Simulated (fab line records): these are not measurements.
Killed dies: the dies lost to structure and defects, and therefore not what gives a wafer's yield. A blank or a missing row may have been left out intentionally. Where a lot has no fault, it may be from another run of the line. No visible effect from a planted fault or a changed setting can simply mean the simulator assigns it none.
Which tool is to blame? | flow nand-harc | Sampling: 12 lots, 36 wafers, 2 of 1302 route steps

## WHAT EACH GAUGE READ, for each wafer
NHARC_A_ONON_D1_THK_MEAS_34: measures by ellipsometry. Usual: thk-nm reads 200.3 nm (standard deviation 2.8).
lot  | measured     | on            | thk-nm (nm)       | flag
L228 | day 8 06:22  | film-metro-01 | 202.5 201.2 201.8 |
L229 | day 8 17:31  | film-metro-01 | 202.4 200.1 201.7 |
L235 | day 11 12:41 | film-metro-02 | 200.1 199.2 203.1 |
L236 | day 12 00:05 | film-metro-02 | 201.7 200.6 204.2 |
L242 | day 14 05:50 | film-metro-01 | 198.7 199.1 203.8 |
L244 | day 14 14:40 | film-metro-01 | 197.0 197.8 202.9 |
L246 | day 15 20:07 | film-metro-01 | 201.4 201.7 207.6 |
L248 | day 16 12:12 | film-metro-02 | 198.7 198.0 198.4 |
L247 | day 16 12:12 | film-metro-01 | 198.4 195.8 202.2 |
L249 | day 17 02:24 | film-metro-01 | 203.2 198.6 202.2 |
L250 | day 17 18:49 | film-metro-01 | 199.1 201.2 202.8 |
L251 | day 17 18:49 | film-metro-02 | 195.8 196.3 203.4 |

NHARC_A_ONON_D1_INSPECT_32. Usual: raw-defect-count reads 71 (standard deviation 21).
lot  | measured     | on                | raw-defect-count | flag
L228 | day 8 06:27  | defect-inspect-01 | 78 94 81         |
L229 | day 8 17:34  | defect-inspect-02 | 60 69 44         |
L235 | day 11 12:44 | defect-inspect-01 | 40 47 77         |
L236 | day 12 00:08 | defect-inspect-02 | 60 72 80         |
L242 | day 14 05:53 | defect-inspect-02 | 63 100 90        |
L244 | day 14 14:46 | defect-inspect-01 | 65 70 62         |
L246 | day 15 20:12 | defect-inspect-02 | 98 52 43         |
L248 | day 16 12:16 | defect-inspect-01 | 95 70 80         |
L247 | day 16 12:16 | defect-inspect-02 | 70 40 31         |
L249 | day 17 02:28 | defect-inspect-02 | 36 82 62         |
L250 | day 17 18:52 | defect-inspect-01 | 73 65 56         |
L251 | day 17 18:52 | defect-inspect-01 | 62 35 63         |

## TOOL THAT RAN EACH LOT (tool first, then ch and the chambers of the sampled wafers, then the start)
Before these readings, the record contains no process step.

## AS READ BY THE TOOLS THEMSELVES (means over the sampled wafers that have a number; for cases with no such wafer, the mark the record gives instead)
The record holds no such reading with a usual standard deviation.

## THE ANSWER, worked out from the rows above alone
Rule: a lot is off if the mean of its wafers that have a number lies more than 3 standard deviations from the usual mean. Also off: a lot with no number at a reading for which 4 or more lots have one. Where the step has rows for the other lots, those lots are counted as sound. The gauges are gone through in route order, then the tools' own readings, and for those a lot's mean is taken as printed above. The first step at which some lot is off is used, and at that step the reading that is off furthest; a lot without a number counts as furthest.
Nothing can be told from this: no lot is off at any reading shown.

## WHAT THE SIMULATOR PUT IN
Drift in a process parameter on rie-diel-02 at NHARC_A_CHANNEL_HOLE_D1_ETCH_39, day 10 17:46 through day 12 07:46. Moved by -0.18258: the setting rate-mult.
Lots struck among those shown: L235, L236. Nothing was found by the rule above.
